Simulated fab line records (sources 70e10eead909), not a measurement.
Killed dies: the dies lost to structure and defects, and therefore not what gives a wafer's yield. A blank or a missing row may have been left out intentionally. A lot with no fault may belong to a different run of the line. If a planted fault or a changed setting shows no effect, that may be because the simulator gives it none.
What tool caused it?    flow nand-harc    Sampling: 24 lots, 72 wafers, 6 of 1302 route steps

== WHAT EACH GAUGE READ, for each wafer ==
NHARC_A_M1_OVL_MEAS_10: pitch 240 nm.
lot   measured      on          overlay-x-nm (nm)  overlay-y-nm (nm)
L076  day 23 04:03  overlay-01  1.4 1.8 1.6        -2.0 -1.3 -1.6
L075  day 23 10:04  overlay-01  -0.1 0.0 -0.3      -0.2 0.2 0.3
L074  day 23 11:32  overlay-02  -0.6 -0.9 -0.4     0.3 0.3 0.5
L077  day 24 04:16  overlay-02  -0.4 -0.1 -0.6     -0.2 -0.4 -0.7
L078  day 24 05:02  overlay-02  -0.5 0.0 -0.4      0.7 0.6 0.2
L080  day 24 15:58  overlay-02  0.3 0.8 0.6        1.0 1.3 1.2
L079  day 24 17:30  overlay-01  -1.0 -1.0 -0.8     -0.2 -0.6 -0.6
L081  day 25 11:48  overlay-01  0.2 0.7 0.8        0.2 0.8 0.7
L084  day 26 11:28  overlay-01  -2.2 -0.8 -1.8     0.3 0.5 -0.3
L082  day 26 12:02  overlay-01  -0.8 -0.6 -1.3     1.6 1.1 1.3
L083  day 26 16:01  overlay-02  0.8 0.4 1.0        -0.2 -1.1 -0.5
L085  day 27 13:49  overlay-02  -0.4 0.2 -0.2      0.1 -0.6 0.2
L086  day 27 16:42  overlay-01  0.0 -1.0 -0.9      -0.7 -0.9 -1.2
L087  day 27 18:58  overlay-02  0.9 0.9 0.9        0.8 0.3 0.8
L088  day 28 11:27  overlay-01  -0.9 -0.5 -0.1     -1.2 -0.6 -1.3
L089  day 28 12:42  overlay-02  0.7 1.0 0.9        -1.1 -1.9 -1.0
L090  day 30 01:22  overlay-02  -1.3 -1.7 -1.4     0.4 0.3 -0.2
L091  day 30 12:29  overlay-01  0.5 0.3 0.3        -0.2 -0.9 -0.3
L093  day 30 15:52  overlay-02  0.4 0.0 0.4        -0.5 -0.7 -0.3
L094  day 30 16:36  overlay-02  -0.4 -0.5 -0.3     1.3 0.5 1.1
L092  day 30 22:47  overlay-01  0.1 -0.9 -0.6      0.4 -0.1 -0.1
L095  day 31 15:32  overlay-01  0.4 -0.2 0.8       0.5 0.5 1.1
L096  day 31 21:14  overlay-02  -0.5 -0.8 -0.6     1.2 1.5 1.8
L097  day 31 22:13  overlay-02  -0.5 -0.6 -0.6     -0.4 0.0 -0.9

NHARC_A_BONDPAD_CD_MEAS_09: the cd target is 500 nm.
lot   measured      on         cd-nm (nm)
L076  day 23 08:52  cd-sem-03  498.9 500.7 502.9
L075  day 23 14:38  cd-sem-01  499.5 498.6 499.5
L074  day 23 16:08  cd-sem-03  501.7 501.0 499.8
L077  day 24 09:20  cd-sem-01  503.4 498.8 500.8
L078  day 24 09:37  cd-sem-03  496.5 497.0 498.2
L080  day 24 20:35  cd-sem-03  503.4 501.5 499.0
L079  day 24 21:58  cd-sem-02  500.5 502.2 501.0
L081  day 25 16:28  cd-sem-03  500.4 501.6 503.3
L084  day 26 16:09  cd-sem-01  501.2 501.5 496.9
L082  day 26 16:41  cd-sem-03  501.2 500.7 503.3
L083  day 26 21:02  cd-sem-01  499.7 503.1 500.2
L085  day 27 18:26  cd-sem-01  499.3 498.2 498.0
L086  day 27 21:18  cd-sem-03  498.4 498.4 497.9
L087  day 27 23:30  cd-sem-03  502.9 496.5 500.3
L088  day 28 16:09  cd-sem-03  500.5 500.4 503.4
L089  day 28 17:22  cd-sem-01  499.4 499.0 502.8
L090  day 30 05:57  cd-sem-01  504.5 498.0 500.6
L091  day 30 16:58  cd-sem-03  498.0 500.0 498.9
L093  day 30 20:20  cd-sem-02  498.5 498.0 501.6
L094  day 30 21:21  cd-sem-02  499.2 499.2 497.1
L092  day 31 03:23  cd-sem-02  500.5 501.1 501.6
L095  day 31 20:16  cd-sem-03  501.9 497.5 499.5
L096  day 32 01:51  cd-sem-01  499.6 501.5 498.5
L097  day 32 03:18  cd-sem-03  500.9 499.6 499.7

NHARC_HYBRID_BOND_INSPECT_06: inspects for defects (ir void).
lot   measured      on                 raw-defect-count
L076  day 23 21:22  defect-inspect-02  29 25 25
L075  day 24 02:55  defect-inspect-01  167 180 169
L074  day 24 02:55  defect-inspect-02  60 51 46
L077  day 24 22:34  defect-inspect-02  117 107 102
L078  day 24 22:34  defect-inspect-01  29 19 26
L080  day 25 10:58  defect-inspect-02  105 122 113
L079  day 25 10:57  defect-inspect-01  66 70 76
L081  day 26 04:43  defect-inspect-01  45 39 39
L084  day 27 07:55  defect-inspect-01  142 132 120
L082  day 27 07:55  defect-inspect-02  40 34 22
L083  day 27 07:56  defect-inspect-01  39 53 46
L085  day 28 06:44  defect-inspect-02  154 135 166
L086  day 28 06:44  defect-inspect-01  93 102 96
L087  day 28 11:50  defect-inspect-02  87 94 77
L088  day 29 05:26  defect-inspect-02  77 88 69
L089  day 29 05:26  defect-inspect-01  50 57 60
L090  day 30 18:16  defect-inspect-01  114 123 134
L091  day 31 05:15  defect-inspect-01  86 103 95
L093  day 31 08:25  defect-inspect-01  105 114 118
L094  day 31 08:25  defect-inspect-02  79 85 84
L092  day 31 15:51  defect-inspect-02  123 125 93
L095  day 32 10:16  defect-inspect-01  89 81 78
L096  day 32 15:56  defect-inspect-01  100 95 111
L097  day 32 15:57  defect-inspect-01  40 42 55

NHARC_THIN_TSV_THK_MEAS_02: measures by ir.
lot   measured      on             thk-nm (nm)
L076  day 23 23:01  film-metro-02  2972 3117 3026
L075  day 24 06:50  film-metro-02  3093 3239 3165
L074  day 24 05:38  film-metro-02  3040 3319 3241
L077  day 25 00:11  film-metro-02  3151 3222 2791
L078  day 25 01:22  film-metro-02  2839 3158 3136
L080  day 25 12:36  film-metro-02  3068 3149 3244
L079  day 25 13:47  film-metro-02  3112 3041 3335
L081  day 26 06:22  film-metro-02  2788 2694 2902
L084  day 27 09:34  film-metro-02  3230 3123 2858
L082  day 27 10:45  film-metro-02  2725 2848 3087
L083  day 27 11:57  film-metro-01  2974 2932 3312
L085  day 28 08:20  film-metro-02  3153 3095 2715
L086  day 28 09:34  film-metro-01  3033 2962 3090
L087  day 28 13:29  film-metro-02  2659 2613 2576
L088  day 29 07:04  film-metro-01  2883 2823 2791
L089  day 29 08:14  film-metro-02  2800 2797 2703
L090  day 30 19:55  film-metro-01  3207 2986 3141
L091  day 31 07:41  film-metro-02  2891 2863 3086
L093  day 31 11:15  film-metro-02  2408 2651 2680
L094  day 31 10:02  film-metro-01  3165 3417 3482
L092  day 32 01:30  film-metro-02  2955 2930 2743
L095  day 32 11:53  film-metro-02  2726 3318 2802
L096  day 32 17:33  film-metro-02  3143 2823 2923
L097  day 32 18:45  film-metro-02  3292 3198 3349

== EACH LOT AND THE TOOL THAT RAN IT (in order: tool; ch and the chambers of the sampled wafers; start) ==
lot   NHARC_A_BONDPAD_ETCH_12                        NHARC_A_BONDPAD_CMP_19
L076  rie-diel-13 ch 0,1,3, day 23 11:08 or earlier  cmp-02 ch 0,3, day 23 11:08
L075  rie-diel-13 ch 2,3, day 23 16:53 or earlier    cmp-01 ch 0,2, day 23 16:53
L074  rie-diel-13 ch 1,2,3, day 23 18:23 or earlier  cmp-01 ch 0,1,2, day 23 18:23
L077  rie-diel-11 ch 1,2,3, day 24 11:37 or earlier  cmp-04 ch 1,2,3, day 24 11:37
L078  rie-diel-09 ch 0,2,3, day 24 11:58 or earlier  cmp-02 ch 0,1,3, day 24 11:58
L080  rie-diel-13 ch 1,2, day 24 22:55 or earlier    cmp-01 ch 0,2, day 24 22:55
L079  rie-diel-13 ch 1,3, day 25 00:12 or earlier    cmp-04 ch 0,3, day 25 00:12
L081  rie-diel-13 ch 0,2, day 25 18:47 or earlier    cmp-01 ch 0,1,3, day 25 18:47
L084  rie-diel-13 ch 1,2,3, day 26 18:32 or earlier  cmp-01 ch 0,1,3, day 26 18:32
L082  rie-diel-09 ch 1,2,3, day 26 18:59 or earlier  cmp-04 ch 1,2,3, day 26 18:59
L083  rie-diel-13 ch 0,1,2, day 26 23:16 or earlier  cmp-02 ch 1,2, day 26 23:16
L085  rie-diel-13 ch 0,1,3, day 27 20:44 or earlier  cmp-02 ch 0,2,3, day 27 20:44
L086  rie-diel-13 ch 0,1,2, day 27 23:34 or earlier  cmp-01 ch 0,3, day 27 23:34
L087  rie-diel-13 ch 0,2,3, day 28 01:46 or earlier  cmp-04 ch 0,1,2, day 28 01:46
L088  rie-diel-11 ch 2,3, day 28 18:28 or earlier    cmp-02 ch 0,3, day 28 18:28
L089  rie-diel-13 ch 0,1,3, day 28 19:39 or earlier  cmp-02 ch 0,1,2, day 28 19:39
L090  rie-diel-11 ch 0,2,3, day 30 08:14 or earlier  cmp-04 ch 1,2,3, day 30 08:14
L091  rie-diel-13 ch 0,1, day 30 19:14 or earlier    cmp-02 ch 1,2,3, day 30 19:14
L093  rie-diel-13 ch 0,1,2, day 30 22:35 or earlier  cmp-04 ch 1,2, day 30 22:35
L094  rie-diel-13 ch 0,1, day 30 23:39 or earlier    cmp-01 ch 0,2,3, day 30 23:39
L092  rie-diel-13 ch 0,2,3, day 31 05:41 or earlier  cmp-04 ch 0,2,3, day 31 05:41
L095  rie-diel-13 ch 1,3, day 31 22:35 or earlier    cmp-04 ch 1,3, day 31 22:35
L096  rie-diel-11 ch 0,3, day 32 04:10 or earlier    cmp-02 ch 1,2,3, day 32 04:10
L097  rie-diel-09 ch 0,1,3, day 32 05:32 or earlier  cmp-02 ch 1,2,3, day 32 05:32
- NHARC_A_BONDPAD_ETCH_12: etches the open film in CHF3/O2, target depth 220 nm, time 110 s.
- NHARC_A_BONDPAD_CMP_19: polishes, t overpolish 30 s, cu recess touch 16 s, target thk 169.82 nm.

== WHAT THE TOOLS THEMSELVES READ (means of the sampled wafers that have a number; where no wafer has one, the mark that the record gives instead) ==
NHARC_A_BONDPAD_ETCH_12.
lot   tool         chamber-pressure-mTorr (mTorr)  drypump-motor-current-A (A)  oes-product-au (a.u.)  rf-vpp-V (V)  showerhead-plenum-p-Torr (Torr)  throttle-valve-pct (%)
L076  rie-diel-13  25.008                          5.6                          0.971                  372.4         2.47                             20.570
L075  rie-diel-13  25.012                          5.9                          0.969                  373.6         2.51                             20.579
L074  rie-diel-13  24.987                          5.6                          0.964                  372.7         2.52                             20.571
L077  rie-diel-11  24.983                          5.7                          0.918                  374.2         2.55                             20.570
L078  rie-diel-09  25.000                          5.3                          0.917                  372.7         2.50                             20.575
L080  rie-diel-13  24.981                          5.3                          0.973                  373.9         2.52                             20.570
L079  rie-diel-13  24.994                          5.9                          0.971                  373.7         2.51                             20.572
L081  rie-diel-13  24.989                          5.6                          0.924                  372.4         2.48                             20.566
L084  rie-diel-13  25.014                          5.6                          0.943                  373.6         2.52                             20.567
L082  rie-diel-09  24.994                          5.3                          0.913                  370.7         2.44                             20.571
L083  rie-diel-13  24.989                          5.3                          0.978                  372.2         2.48                             20.571
L085  rie-diel-13  25.006                          5.6                          0.970                  371.7         2.47                             20.576
L086  rie-diel-13  24.998                          5.3                          0.982                  372.6         2.48                             20.583
L087  rie-diel-13  24.975                          5.9                          0.974                  372.6         2.47                             20.565
L088  rie-diel-11  25.007                          5.7                          0.927                  373.4         2.51                             20.582
L089  rie-diel-13  25.014                          5.6                          0.927                  372.5         2.47                             20.566
L090  rie-diel-11  24.997                          5.6                          0.935                  373.1         2.50                             20.570
L091  rie-diel-13  24.998                          5.3                          0.981                  372.4         2.44                             20.573
L093  rie-diel-13  25.004                          5.3                          0.970                  373.6         2.48                             20.574
L094  rie-diel-13  25.000                          5.3                          0.989                  371.1         2.44                             20.566
L092  rie-diel-13  24.994                          5.9                          0.977                  372.0         2.47                             20.573
L095  rie-diel-13  24.994                          5.4                          0.963                  373.8         2.52                             20.573
L096  rie-diel-11  25.006                          5.6                          0.942                  373.5         2.54                             20.577
L097  rie-diel-09  24.986                          5.7                          0.927                  370.6         2.40                             20.571

NHARC_A_BONDPAD_CMP_19.
lot   tool    motor-current-A (A)  overpolish-run-s (s)  retaining-ring-pressure-frac
L076  cmp-02  12.5                 29.999                1.002
L075  cmp-01  10.7                 29.994                1.007
L074  cmp-01  10.3                 29.998                0.999
L077  cmp-04  11.6                 30.005                1.004
L078  cmp-02  12.3                 30.009                1.000
L080  cmp-01  10.0                 29.999                0.999
L079  cmp-04  11.2                 30.002                0.989
L081  cmp-01  10.4                 30.006                0.994
L084  cmp-01  10.1                 30.006                0.999
L082  cmp-04  11.8                 29.999                1.000
L083  cmp-02  12.8                 30.000                0.998
L085  cmp-02  12.6                 30.004                1.001
L086  cmp-01  9.6                  30.002                1.006
L087  cmp-04  12.7                 29.999                1.004
L088  cmp-02  12.4                 30.001                1.003
L089  cmp-02  12.5                 29.998                0.999
L090  cmp-04  11.8                 30.008                1.000
L091  cmp-02  12.9                 29.989                1.002
L093  cmp-04  12.2                 30.001                0.998
L094  cmp-01  10.5                 30.001                1.001
L092  cmp-04  11.9                 29.996                0.999
L095  cmp-04  11.2                 29.999                0.999
L096  cmp-02  12.6                 29.998                1.002
L097  cmp-02  12.6                 30.000                0.999

== THE ANSWER, worked out from the rows above alone ==
Rule: what is usual is taken from the lots themselves. The widest of any qualifying gaps counts: lots, ordered by their means at a reading, are off when they make up no more than a third of the lots, leave a main group of 4 or more, and stand apart from it by 3 or more times the standard deviation of that group's means. A main group is skipped when, at the precision printed for the reading in the tables above, its means are all equal. A lot without any number at a reading at which 4 lots or more have one is off too. Any other lot the step has rows for is counted as sound. The gauges are gone through in route order, then the tools' own readings, and for those a lot's mean is taken as printed above. At the first step where some lot is off, the reading lying furthest off is the one used; lots without a number count as furthest.
Nothing can be told from this: no lot is off at any reading shown.

== WHAT WAS PUT IN BY THE SIMULATOR ==
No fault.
